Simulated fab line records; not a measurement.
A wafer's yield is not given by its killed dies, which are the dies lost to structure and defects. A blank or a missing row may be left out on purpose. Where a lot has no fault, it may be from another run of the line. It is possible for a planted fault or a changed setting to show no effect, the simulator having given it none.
fab line records	flow nand-harc	part 1 of 2: steps 1 to 4 of 6
[record] lots = 23	wafers = 69	last-day = 33
route steps=1302 shown A_STAIRCASE@669
lots untouched by any fault: they come from a run of this same line in which no faults occurred
start-h: the number of hours between the record's first day and the start of the first shown wafer of the lot	wait-h: hours from the lot's prior step to this one	" same as the row above	L1.1+2: a row that stands for several wafers	- value missing, or start not given	* or withheld: withheld	< > ~ a bound
route shown NAME@n: names a module that has steps shown in the file, with the first one's number in the route	usual: average and standard deviation across the fault-free wafers	same: alike in all rows	chamber/n: place in a boat	sites: per-site readings	_std_site: how widely they spread, as a standard deviation	_edge_site: outer sites' mean less inner sites'	radius-mm: how far each site lies from the wafer's centre	mask NAME#n: copy n	behind: the last tool/chamber to shape the wafer	hold: what put the lot on hold/how long, in hours/how the hold closed	device: whichever transistor did not switch (one of n, p or np)	end of line: at the end of the route, the tests of the same wafers	a step given without rows: its recipe and nothing more	killed: dies that structure and defects cost at the first sort, which is not the same as the wafer's yield	map: a wafer's dies, marking killed ones x, the rest . and places with no die _
set.NAME: the setting that was run; set.NAME@STEP: the one run at that earlier step	model.NAME: the simulator's own value behind a step, which no gauge read
the route's steps for a sample of lots (tables are steps, rows are wafers)
services: from which hour (start-h, from the record's first day; less than 0 if before it) a tool's chamber was out of use, for how many hours, and why
[[steps]]
[step NHARC_A_STAIRCASE_ETCH_13]
[recipe] target-depth-a = 1000	time-s = 40.5	ion-energy-ev = 400	c4f8-flow-sccm = 20	o2-flow-sccm = 10	ar-flow-sccm = withheld	rf-w = 600	bias-w = 1000	chemistry = C4F8/O2
[usual] oes-product-au = 0.940/0.014	rf-vpp-V = 897/5.1
lot.wafer	tool	chamber	start-h	wait-h	oes-product-au	rf-hours-counter-h	rf-vpp-V
L074.4	rie-diel-08	2	-	-	0.932	57	891
L074.3	"	3	"	"	0.929	57	893
L074.6	"	1	"	"	0.925	-	886
L076.4	rie-diel-07	2	-	-	0.956	18	896
L076.5	"	1	"	"	0.945	-	895
L076.6	"	2	"	"	0.953	-	895
L075.4	rie-diel-08	0	-	-	0.948	57	903
L075.3	"	1	"	"	0.959	57	887
L075.5	"	0	"	"	0.947	-	903
L077.4	rie-diel-04	3	-	-	0.959	7	900
L077.2	"	0	"	"	0.935	8	897
L077.1	"	1	"	"	0.950	7	888
L078.2	rie-diel-08	0	-	-	0.951	8	903
L078.4	"	3	"	"	0.946	7	894
L078.6	"	1	"	"	0.956	-	908
L079.3	rie-diel-07	0	-	-	0.945	34	901
L079.1	"	1	"	"	0.933	31	894
L079.5	"	3	"	"	0.947	-	899
L080.1	rie-diel-07	3	-	-	0.941	41	897
L080.4	"	1	"	"	0.935	31	894
L080.5	"	3	"	"	0.948	-	897
L081.1	rie-diel-07	1	-	-	0.947	35	894
L081.4	"	2	"	"	0.928	40	895
L081.2	"	3	"	"	0.952	45	898
L082.1	rie-diel-04	1	-	-	0.941	20	890
L082.4	"	2	"	"	0.933	20	905
L082.6	"	1	"	"	0.938	-	890
L084.1	rie-diel-08	1	-	-	0.934	22	905
L084.5	"	3	"	"	0.933	-	894
L084.6	"	0	"	"	0.950	-	903
L083.4	rie-diel-04	0	-	-	0.951	25	895
L083.1	"	2	"	"	0.944	23	901
L083.6	"	0	"	"	0.946	-	895
L086.3	rie-diel-08	3	-	-	0.951	28	892
L086.4	"	0	"	"	0.963	28	902
L086.6	"	2	"	"	0.949	-	891
L085.1	rie-diel-04	3	-	-	0.939	29	898
L085.3	"	0	"	"	0.920	29	898
L085.5	"	2	"	"	0.924	-	904
L087.2	rie-diel-08	1	-	-	0.946	34	907
L087.4	"	2	"	"	0.951	35	891
L087.6	"	0	"	"	0.961	-	903
L089.3	rie-diel-04	3	-	-	0.939	38	900
L089.2	"	1	"	"	0.942	38	890
L089.5	"	0	"	"	0.931	-	894
L088.2	rie-diel-07	1	-	-	0.914	8	893
L088.5	"	0	"	"	0.927	-	899
L088.6	"	1	"	"	0.918	-	894
L091.2	rie-diel-08	2	-	-	0.949	45	891
L091.3	"	3	"	"	0.945	47	893
L091.5	"	1	"	"	0.934	-	906
L090.2	rie-diel-04	2	-	-	0.956	50	904
L090.1	"	3	"	"	0.949	49	899
L090.6	"	1	"	"	0.980	-	891
L093.4	rie-diel-07	1	-	-	0.920	20	893
L093.6	"	2	"	"	0.943	-	895
L093.5	"	3	"	"	0.929	-	899
L092.4	rie-diel-07	3	-	-	0.931	18	897
L092.5	"	1	"	"	0.916	-	893
L092.6	"	2	"	"	0.921	-	894
L094.4	rie-diel-07	3	-	-	0.935	20	897
L094.3	"	0	"	"	0.934	23	899
L094.1	"	1	"	"	0.927	23	893
L096.2	rie-diel-04	3	-	-	0.917	4	899
L096.6	"	0	"	"	0.925	-	894
L096.5	"	1	"	"	0.929	-	888
L097.2	rie-diel-04	3	-	-	0.939	10	898
L097.1	"	0	"	"	0.952	15	896
L097.5	"	3	"	"	0.945	-	898
[step NHARC_A_STAIRCASE_TRIM_16]
[recipe] time-s = 211.2	o2-flow-sccm = 500	ar-flow-sccm = 0	bias-w = 0	chemistry = O2
[usual] drypump-motor-current-A = 5.6/0.34	oes-product-au = 1.001/0.0078	rf-vpp-V = 57.9/0.86	showerhead-plenum-p-Torr = 3.55/0.14	throttle-valve-pct = 17.037/0.0092
lot.wafer	tool	chamber	start-h	wait-h	drypump-motor-current-A	oes-product-au	rf-hours-counter-h	rf-vpp-V	showerhead-plenum-p-Torr	throttle-valve-pct
L074.3	rie-diel-08	0	-	-	5.3	1.004	51	57.9	3.74	17.028
L074.4	"	1	"	"	6.0	0.999	52	56.8	3.29	17.033
L074.6	"	3	"	"	5.7	0.991	-	57.6	3.46	17.027
L076.4	rie-diel-07	2	-	-	5.7	1.005	18	58.0	3.52	17.046
L076.6	"	3	"	"	6.0	1.007	-	58.2	3.60	17.037
L076.5	"	0	"	"	5.8	0.999	-	58.0	3.68	17.039
L075.4	rie-diel-08	2	-	-	5.4	1.009	62	57.4	3.39	17.034
L075.3	"	3	"	"	5.7	1.008	62	58.4	3.46	17.044
L075.5	"	2	"	"	5.4	0.996	-	57.3	3.39	17.039
L077.2	rie-diel-04	1	-	-	4.8	1.014	7	56.9	3.37	17.047
L077.4	"	3	"	"	5.3	1.007	7	58.0	3.63	17.036
L077.1	"	0	"	"	5.8	0.997	8	58.4	3.53	17.040
L078.2	rie-diel-08	1	-	-	6.0	0.990	8	59.3	3.80	17.032
L078.4	"	3	"	"	5.7	0.996	7	58.1	3.45	17.043
L078.6	"	2	"	"	5.4	1.005	-	57.8	3.39	17.048
L079.3	rie-diel-07	1	-	-	5.5	1.004	31	56.8	3.47	17.043
L079.1	"	0	"	"	5.8	1.011	34	57.0	3.67	17.022
L079.5	"	2	"	"	5.6	1.005	-	57.5	3.51	17.043
L080.1	rie-diel-07	0	-	-	5.8	0.998	34	58.0	3.67	17.042
L080.4	"	1	"	"	5.5	0.993	31	57.3	3.47	17.044
L080.5	"	3	"	"	6.0	1.002	-	58.0	3.59	17.038
L081.2	rie-diel-07	0	-	-	5.8	0.997	38	58.5	3.67	17.035
L081.1	"	1	"	"	5.5	0.996	35	57.9	3.47	17.033
L081.4	"	3	"	"	6.0	1.006	45	58.6	3.59	17.045
L082.4	rie-diel-04	3	-	-	5.3	0.996	22	57.6	3.63	17.053
L082.1	"	1	"	"	4.8	1.009	21	56.5	3.37	17.035
L082.6	"	0	"	"	5.8	0.996	-	59.7	3.52	17.043
L084.1	rie-diel-08	3	-	-	5.7	0.996	24	56.7	3.44	17.028
L084.5	"	2	"	"	5.5	1.005	-	58.1	3.38	17.034
L084.6	"	3	"	"	5.7	0.994	-	58.7	3.44	17.029
L083.4	rie-diel-04	1	-	-	4.8	1.014	24	57.9	3.37	17.029
L083.1	"	2	"	"	5.8	1.001	23	58.2	3.74	17.039
L083.6	"	3	"	"	5.3	1.007	-	60.0	3.62	17.035
L086.4	rie-diel-08	0	-	-	5.3	1.011	28	58.1	3.72	17.040
L086.3	"	3	"	"	5.7	0.992	29	58.9	3.44	17.032
L086.6	"	1	"	"	6.0	0.997	-	58.5	3.79	17.046
L085.1	rie-diel-04	1	-	-	4.8	1.019	29	56.5	3.36	17.029
L085.3	"	3	"	"	5.3	1.010	29	58.5	3.62	17.045
L085.5	"	1	"	"	4.8	1.015	-	57.1	3.36	17.042
L087.4	rie-diel-08	3	-	-	5.7	1.005	37	59.2	3.44	17.024
L087.2	"	0	"	"	5.3	1.010	35	58.3	3.72	17.036
L087.6	"	1	"	"	6.0	0.993	-	57.5	3.79	17.044
L089.2	rie-diel-04	0	-	-	5.9	0.998	38	57.5	3.52	17.032
L089.3	"	2	"	"	5.8	1.002	39	58.8	3.73	17.028
L089.5	"	0	"	"	5.8	0.985	-	58.2	3.52	17.029
L088.2	rie-diel-07	1	-	-	5.5	0.999	8	57.6	3.45	17.035
L088.6	"	1	"	"	5.5	0.986	-	56.6	3.45	17.008
L088.5	"	2	"	"	5.6	1.001	-	57.8	3.49	17.027
L091.2	rie-diel-08	1	-	-	6.0	1.004	42	59.3	3.78	17.045
L091.3	"	2	"	"	5.5	1.008	45	58.0	3.37	17.016
L091.5	"	3	"	"	5.7	1.003	-	57.4	3.43	17.034
L090.1	rie-diel-04	3	-	-	5.3	1.016	50	60.9	3.61	17.032
L090.2	"	0	"	"	5.8	1.003	48	57.1	3.51	17.038
L090.6	"	2	"	"	5.8	1.012	-	57.9	3.73	17.042
L093.4	rie-diel-07	3	-	-	6.0	1.001	18	58.3	3.57	17.028
L093.6	"	0	"	"	5.8	0.997	-	58.3	3.64	17.039
L093.5	"	1	"	"	5.5	0.992	-	58.9	3.45	17.048
L092.4	rie-diel-07	0	-	-	5.8	1.000	21	57.7	3.64	17.039
L092.6	"	2	"	"	5.6	1.006	-	57.1	3.48	17.041
L092.5	"	3	"	"	6.0	0.995	-	58.0	3.57	17.052
L094.1	rie-diel-07	1	-	-	5.5	0.989	23	58.9	3.45	17.026
L094.4	"	3	"	"	6.0	0.986	20	58.4	3.57	17.046
L094.3	"	0	"	"	5.8	0.997	23	58.0	3.64	17.033
L096.2	rie-diel-04	0	-	-	5.9	0.991	10	57.7	3.50	17.015
L096.6	"	3	"	"	5.3	1.003	-	57.0	3.61	17.032
L096.5	"	0	"	"	5.8	0.998	-	57.8	3.50	17.036
L097.1	rie-diel-04	1	-	-	4.8	1.004	13	58.0	3.34	17.048
L097.2	"	2	"	"	5.8	1.000	13	56.1	3.72	17.034
L097.5	"	1	"	"	4.8	1.010	-	56.3	3.34	17.014
[step NHARC_A_STAIRCASE_TRIM_187]
[recipe] time-s = 211.2	o2-flow-sccm = 500	ar-flow-sccm = 0	bias-w = 0	chemistry = O2
[usual] drypump-motor-current-A = 5.6/0.31	oes-product-au = 1.000/0.008	rf-vpp-V = 57.9/0.87	showerhead-plenum-p-Torr = 3.55/0.14	throttle-valve-pct = 17.036/0.0087
lot.wafer	tool	chamber	start-h	wait-h	drypump-motor-current-A	oes-product-au	rf-hours-counter-h	rf-vpp-V	showerhead-plenum-p-Torr	throttle-valve-pct
L074.3	rie-diel-07	3	353.24	0.1	6.0	1.007	19	58.9	3.61	17.039
L074.4	"	0	"	"	5.8	0.989	18	57.0	3.68	17.027
L074.6	"	3	"	"	6.0	1.003	-	58.5	3.61	17.042
L076.4	rie-diel-08	0	367.26	0.1	5.3	1.009	59	58.7	3.74	17.042
L076.6	"	0	"	"	5.3	1.004	-	58.2	3.74	17.035
L076.5	"	1	"	"	6.0	1.001	-	58.3	3.29	17.031
L075.4	rie-diel-04	3	368.60	0.1	5.3	1.004	1	57.8	3.64	17.042
L075.3	"	0	"	"	5.8	0.995	1	57.8	3.54	17.046
L075.5	"	0	"	"	5.9	0.998	-	57.2	3.54	17.039
L077.1	rie-diel-07	1	384.02	0.1	5.5	0.995	22	58.1	3.47	17.039
L077.4	"	2	"	"	5.6	0.997	27	59.3	3.51	17.027
L077.2	"	3	"	"	6.0	1.004	33	57.9	3.60	17.041
L078.2	rie-diel-07	2	398.66	0.1	5.6	0.990	33	56.7	3.51	17.040
L078.6	"	1	"	"	5.5	0.992	-	58.4	3.47	17.021
L078.4	"	3	"	"	6.0	0.993	-	57.8	3.60	17.024
L079.3	rie-diel-04	2	410.74	0.1	5.8	1.010	11	58.0	3.75	17.036
L079.1	"	0	"	"	5.9	0.990	15	58.7	3.53	17.050
L079.5	"	3	"	"	5.3	1.006	-	57.1	3.63	17.046
L080.1	rie-diel-07	3	411.04	0.1	6.0	1.012	42	58.8	3.59	17.028
L080.4	"	0	"	"	5.8	1.001	35	57.6	3.67	17.033
L080.5	"	2	"	"	5.6	1.007	-	58.2	3.51	17.040
L081.1	rie-diel-07	2	424.44	0.2	5.6	0.987	41	57.5	3.50	17.028
L081.4	"	3	"	"	6.0	1.000	46	58.7	3.59	17.040
L081.2	"	0	"	"	5.8	1.002	39	56.6	3.66	17.038
L082.4	rie-diel-08	1	444.59	0.1	6.0	1.000	21	57.5	3.80	17.019
L082.1	"	3	"	"	5.7	1.003	22	57.8	3.44	17.049
L082.6	"	2	"	"	5.4	1.011	-	58.2	3.38	17.030
L084.1	rie-diel-07	2	454.53	0.1	5.6	0.996	50	58.0	3.50	17.040
L084.5	"	3	"	"	6.0	1.010	-	57.6	3.58	17.033
L084.6	"	0	"	"	5.8	0.994	-	58.9	3.66	17.037
L083.1	rie-diel-07	3	455.16	0.1	6.0	1.002	57	57.8	3.58	17.028
L083.4	"	0	"	"	5.8	1.004	53	56.7	3.66	17.042
L083.6	"	1	"	"	5.5	1.003	-	57.7	3.46	17.051
L086.4	rie-diel-07	3	468.08	0.1	6.0	1.006	-	57.7	3.58	17.032
L086.3	"	0	"	"	5.7	0.997	-	58.8	3.65	17.030
L086.6	"	3	"	"	6.0	1.005	-	57.7	3.58	17.036
L085.3	rie-diel-08	2	468.67	0.1	5.5	1.000	29	56.5	3.38	17.029
L085.1	"	0	"	"	5.3	1.011	30	58.0	3.72	17.048
L085.5	"	3	"	"	5.7	1.001	-	56.4	3.44	17.040
L087.2	rie-diel-08	1	486.92	0.1	6.0	0.996	35	58.3	3.79	17.044
L087.4	"	2	"	"	5.4	1.011	36	57.6	3.37	17.020
L087.6	"	1	"	"	6.0	0.991	-	59.3	3.79	17.055
L089.2	rie-diel-08	1	493.39	0.1	6.0	1.000	36	58.2	3.79	17.032
L089.3	"	2	"	"	5.5	1.005	38	58.2	3.37	17.038
L089.5	"	0	"	"	5.3	1.013	-	58.9	3.72	17.023
L088.2	rie-diel-04	2	500.39	0.1	5.8	0.993	41	57.8	3.73	17.036
L088.5	"	1	"	"	4.8	1.002	-	57.0	3.36	17.052
L088.6	"	2	"	"	5.8	0.994	-	59.5	3.73	17.030
L091.3	rie-diel-07	1	522.23	2.9	5.5	0.989	17	58.2	3.45	17.026
L091.2	"	0	"	"	5.8	0.992	17	58.0	3.64	17.049
L091.5	"	2	"	"	5.6	1.003	-	57.1	3.49	17.018
L090.1	rie-diel-04	0	530.09	0.1	5.8	1.002	49	57.8	3.51	17.034
L090.2	"	3	"	"	5.3	1.019	51	57.4	3.61	17.029
L090.6	"	0	"	"	5.8	0.988	-	57.9	3.51	17.023
L093.4	rie-diel-08	2	542.02	0.1	5.4	1.004	55	56.8	3.36	17.033
L093.6	"	1	"	"	6.0	0.994	-	58.8	3.78	17.044
L093.5	"	2	"	"	5.4	1.003	-	57.4	3.36	17.046
L092.4	rie-diel-07	2	542.31	0.1	5.6	0.999	21	58.1	3.48	17.039
L092.6	"	1	"	"	5.5	0.995	-	57.2	3.45	17.038
L092.5	"	2	"	"	5.7	1.002	-	57.8	3.48	17.040
L094.1	rie-diel-04	2	544.07	0.1	5.8	0.994	1	58.0	3.72	17.050
L094.3	"	0	"	"	5.8	0.996	1	57.0	3.51	17.041
L094.4	"	0	"	"	5.9	0.989	-	58.4	3.51	17.039
L096.2	rie-diel-08	1	568.75	0.1	6.0	0.991	6	58.9	3.77	17.050
L096.5	"	2	"	"	5.5	0.998	-	59.2	3.36	17.036
L096.6	"	3	"	"	5.7	0.991	-	58.7	3.42	17.016
L097.1	rie-diel-08	1	587.13	0.1	6.0	0.995	11	58.8	3.77	17.035
L097.2	"	2	"	"	5.5	0.995	10	55.0	3.36	17.039
L097.5	"	1	"	"	6.0	0.994	-	57.8	3.77	17.030
[step NHARC_A_STAIRCASE_TRIM_198]
[recipe] time-s = 211.2	o2-flow-sccm = 500	ar-flow-sccm = 0	bias-w = 0	chemistry = O2
[usual] drypump-motor-current-A = 5.6/0.32	oes-product-au = 1.001/0.0082	rf-vpp-V = 57.9/0.87	showerhead-plenum-p-Torr = 3.57/0.14	throttle-valve-pct = 17.036/0.0097
lot.wafer	tool	chamber	start-h	wait-h	drypump-motor-current-A	oes-product-au	rf-hours-counter-h	rf-vpp-V	showerhead-plenum-p-Torr	throttle-valve-pct
L074.3	rie-diel-04	1	-	-	4.8	1.006	45	57.4	3.38	17.019
L074.4	"	2	"	"	5.9	0.992	47	59.5	3.75	17.040
L074.6	"	2	"	"	5.8	1.003	-	59.3	3.75	17.035
L076.4	rie-diel-04	2	-	-	5.8	1.005	1	58.2	3.75	17.036
L076.6	"	3	"	"	5.3	1.000	-	57.4	3.64	17.041
L076.5	"	0	"	"	5.8	0.995	-	58.7	3.54	17.038
L075.3	rie-diel-04	2	-	-	5.8	0.998	2	58.4	3.75	17.036
L075.4	"	3	"	"	5.3	1.008	2	58.2	3.64	17.026
L075.5	"	0	"	"	5.8	0.998	-	58.4	3.54	17.024
L077.2	rie-diel-04	1	-	-	4.8	1.021	9	57.7	3.37	17.035
L077.1	"	3	"	"	5.3	0.999	9	59.3	3.63	17.020
L077.4	"	0	"	"	5.8	1.005	10	56.8	3.53	17.022
L078.2	rie-diel-07	2	-	-	5.6	0.988	34	56.7	3.51	17.032
L078.4	"	1	"	"	5.5	1.008	-	57.0	3.47	17.032
L078.6	"	2	"	"	5.6	0.999	-	56.9	3.51	17.030
L079.1	rie-diel-04	0	-	-	5.8	0.987	15	56.9	3.53	17.021
L079.3	"	2	"	"	5.8	1.004	11	57.3	3.75	17.018
L079.5	"	0	"	"	5.8	0.991	-	58.7	3.53	17.032
L080.1	rie-diel-08	0	-	-	5.3	1.010	14	58.3	3.73	17.033
L080.4	"	0	"	"	5.3	1.010	-	57.6	3.73	17.032
L080.5	"	1	"	"	6.0	0.998	-	57.9	3.80	17.030
L081.2	rie-diel-07	0	-	-	5.8	0.998	39	58.7	3.66	17.038
L081.4	"	2	"	"	5.6	0.997	42	57.4	3.50	17.030
L081.1	"	3	"	"	6.0	1.001	47	58.4	3.59	17.043
L082.1	rie-diel-07	1	-	-	5.5	0.994	44	58.4	3.46	17.051
L082.4	"	3	"	"	6.0	0.998	54	57.8	3.59	17.033
L082.6	"	2	"	"	5.7	1.000	-	58.5	3.50	17.030
L084.1	rie-diel-04	2	-	-	5.8	1.011	25	57.2	3.74	17.021
L084.5	"	1	"	"	4.8	1.014	-	58.7	3.36	17.042
L084.6	"	2	"	"	5.8	1.003	-	57.9	3.74	17.035
L083.1	rie-diel-08	1	-	-	6.0	0.986	24	59.3	3.79	17.045
L083.4	"	3	"	"	5.7	0.997	27	57.7	3.44	17.030
L083.6	"	1	"	"	6.0	0.998	-	57.5	3.79	17.046
L086.3	rie-diel-07	1	-	-	5.5	0.985	51	59.0	3.46	17.032
L086.4	"	3	"	"	6.0	1.002	-	58.2	3.58	17.024
L086.6	"	1	"	"	5.5	0.996	-	58.0	3.46	17.039
L085.1	rie-diel-08	3	-	-	5.7	0.994	31	57.7	3.44	17.049
L085.3	"	0	"	"	5.3	1.015	30	58.2	3.72	17.024
L085.5	"	1	"	"	6.0	0.991	-	58.5	3.79	17.027
L087.4	rie-diel-08	1	-	-	6.0	0.994	35	59.4	3.79	17.048
L087.2	"	3	"	"	5.7	1.008	38	57.4	3.44	17.056
L087.6	"	0	"	"	5.3	1.007	-	58.7	3.72	17.039
L089.3	rie-diel-08	3	-	-	5.7	0.993	40	58.3	3.43	17.035
L089.2	"	1	"	"	6.0	0.998	37	59.0	3.79	17.045
L089.5	"	2	"	"	5.5	1.012	-	59.2	3.37	17.030
L088.2	rie-diel-08	2	-	-	5.5	1.001	41	55.9	3.37	17.027
L088.6	"	0	"	"	5.3	1.008	-	58.0	3.71	17.038
L088.5	"	1	"	"	6.0	0.993	-	58.1	3.79	17.039
L091.2	rie-diel-07	2	-	-	5.6	0.997	15	55.8	3.49	17.037
L091.3	"	3	"	"	5.9	0.996	15	58.4	3.57	17.040
L091.5	"	2	"	"	5.6	1.007	-	57.0	3.49	17.027
L090.1	rie-diel-07	2	-	-	5.6	0.999	16	56.7	3.49	17.023
L090.2	"	0	"	"	5.8	0.995	19	58.7	3.64	17.037
L090.6	"	2	"	"	5.6	1.005	-	57.6	3.49	17.036
L092.4	rie-diel-07	3	-	-	6.0	1.008	21	57.3	3.57	17.040
L092.6	"	0	"	"	5.8	1.002	-	56.9	3.64	17.042
L092.5	"	1	"	"	5.5	0.997	-	57.0	3.44	17.034
L093.4	rie-diel-08	3	-	-	5.7	0.997	61	56.9	3.42	17.065
L093.5	"	2	"	"	5.5	1.007	-	57.8	3.36	17.043
L093.6	"	3	"	"	5.7	0.994	-	56.8	3.42	17.037
L094.1	rie-diel-04	2	546.41	0.1	5.8	0.997	2	57.9	3.72	17.025
L094.4	"	2	"	"	5.8	0.992	-	59.4	3.72	17.041
L094.3	"	0	"	"	5.8	0.997	-	57.2	3.51	17.044
L096.2	rie-diel-08	3	-	-	5.7	1.006	5	57.8	3.42	17.043
L096.5	"	2	"	"	5.5	1.020	-	57.5	3.36	17.021
L096.6	"	3	"	"	5.7	0.999	-	58.3	3.42	17.028
L097.1	rie-diel-08	0	-	-	5.3	1.004	12	58.5	3.70	17.036
L097.2	"	3	"	"	5.7	0.991	10	56.9	3.42	17.032
L097.5	"	0	"	"	5.3	0.999	-	57.8	3.70	17.047
